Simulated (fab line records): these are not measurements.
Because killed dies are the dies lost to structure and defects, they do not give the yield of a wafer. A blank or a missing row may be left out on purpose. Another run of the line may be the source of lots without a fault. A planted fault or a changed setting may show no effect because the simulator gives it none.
Chamber matching | flow n5_finfet | N5_MOL_CONTACT_COAG_ETCH_90 on rie_diel-05 has 4 sister chambers
The step etches SiARC in CF4, target depth 13 nm, time 21.7 s. 30 wafers are shown with their chamber, then 12 later ones without.

== WAFERS, EACH WITH ITS CHAMBER ==
wafer  | chamber | drypump_motor_current_A (A) | showerhead_plenum_p_Torr (Torr) | throttle_valve_pct (%)
L076.2 | 3       | 6.6                         | 2.11                            | 15.57
L076.3 | 0       | 5.7                         | 2.13                            | 15.72
L076.4 | 1       | 5.8                         | 2.04                            | 15.83
L077.2 | 2       | 6.1                         | 2.19                            | 15.62
L077.4 | 1       | 5.8                         | 2.04                            | 15.84
L077.5 | 3       | 6.6                         | 2.11                            | 15.59
L079.2 | 2       | 6.1                         | 2.19                            | 15.63
L079.3 | 0       | 5.7                         | 2.12                            | 15.72
L079.4 | 1       | 5.8                         | 2.04                            | 15.83
L082.1 | 1       | 5.8                         | 2.04                            | 15.87
L082.3 | 0       | 5.7                         | 2.12                            | 15.73
L082.5 | 1       | 5.8                         | 2.04                            | 15.87
L084.2 | 1       | 5.8                         | 2.04                            | 15.88
L084.5 | 0       | 5.6                         | 2.12                            | 15.75
L084.6 | 3       | 6.6                         | 2.10                            | 15.12
L085.1 | 1       | 5.8                         | 2.04                            | 15.89
L085.3 | 3       | 6.6                         | 2.10                            | 15.10
L085.6 | 3       | 6.6                         | 2.10                            | 15.12
L086.1 | 2       | 6.1                         | 2.19                            | 15.18
L086.5 | 1       | 5.8                         | 2.04                            | 15.88
L086.6 | 0       | 5.7                         | 2.12                            | 15.76
L088.1 | 3       | 6.6                         | 2.10                            | 15.09
L088.2 | 1       | 5.8                         | 2.04                            | 15.89
L088.4 | 0       | 5.6                         | 2.12                            | 15.76
L090.2 | 2       | 6.1                         | 2.19                            | 15.19
L090.4 | 1       | 5.8                         | 2.03                            | 15.89
L090.5 | 2       | 6.1                         | 2.19                            | 15.20
L091.3 | 0       | 5.7                         | 2.11                            | 15.78
L091.5 | 2       | 6.1                         | 2.19                            | 15.21
L091.6 | 1       | 5.8                         | 2.03                            | 15.89

SIGNATURES (averages over the wafers above)
reading                  | chamber 0 | chamber 1 | chamber 2 | chamber 3 | scatter within a chamber
drypump_motor_current_A  | 5.671     | 5.800     | 6.100     | 6.600     | 0.0234
showerhead_plenum_p_Torr | 2.1200    | 2.0382    | 2.1900    | 2.1033    | 0.00437
throttle_valve_pct       | 15.7457   | 15.8691   | 15.3383   | 15.2650   | 0.146
Rule: for a wafer and a chamber, the distance is found by dividing, reading by reading, the gap between the wafer's reading and the chamber's mean by the reading's scatter, squaring, summing and taking the root. The wafer belongs to the nearest chamber; if the next one is less than 2 further off, it can't be placed. The scatter: take each reading less its chamber's mean, square it, sum over the shown wafers, divide by the number of wafers less the number of chambers, and take the root.

== WAFERS MISSING THEIR CHAMBER ==
wafer  | drypump_motor_current_A (A) | showerhead_plenum_p_Torr (Torr) | throttle_valve_pct (%)
L093.3 | 5.8                         | 2.03                            | 15.90
L093.4 | 6.1                         | 2.19                            | 15.21
L093.6 | 6.1                         | 2.18                            | 15.20
L095.3 | 5.7                         | 2.11                            | 15.79
L095.5 | 5.8                         | 2.03                            | 15.91
L095.6 | 5.7                         | 2.11                            | 15.79
L096.1 | 6.1                         | 2.18                            | 15.21
L096.5 | 6.6                         | 2.10                            | 15.15
L096.6 | 6.1                         | 2.18                            | 15.21
L097.4 | 6.6                         | 2.09                            | 15.15
L097.5 | 6.1                         | 2.18                            | 15.23
L097.6 | 5.8                         | 2.03                            | 15.92

== WHICH CHAMBER EACH ONE RAN IN ==
wafer  | from the rows above | in truth
L093.3 | 1                   | 1
L093.4 | 2                   | 2
L093.6 | 2                   | 2
L095.3 | 0                   | 0
L095.5 | 1                   | 1
L095.6 | 0                   | 0
L096.1 | 2                   | 2
L096.5 | 3                   | 3
L096.6 | 2                   | 2
L097.4 | 3                   | 3
L097.5 | 2                   | 2
L097.6 | 1                   | 1
Correctly placed: 12 of 12. From these rows, 0 cannot be placed. 0 placed wrongly.
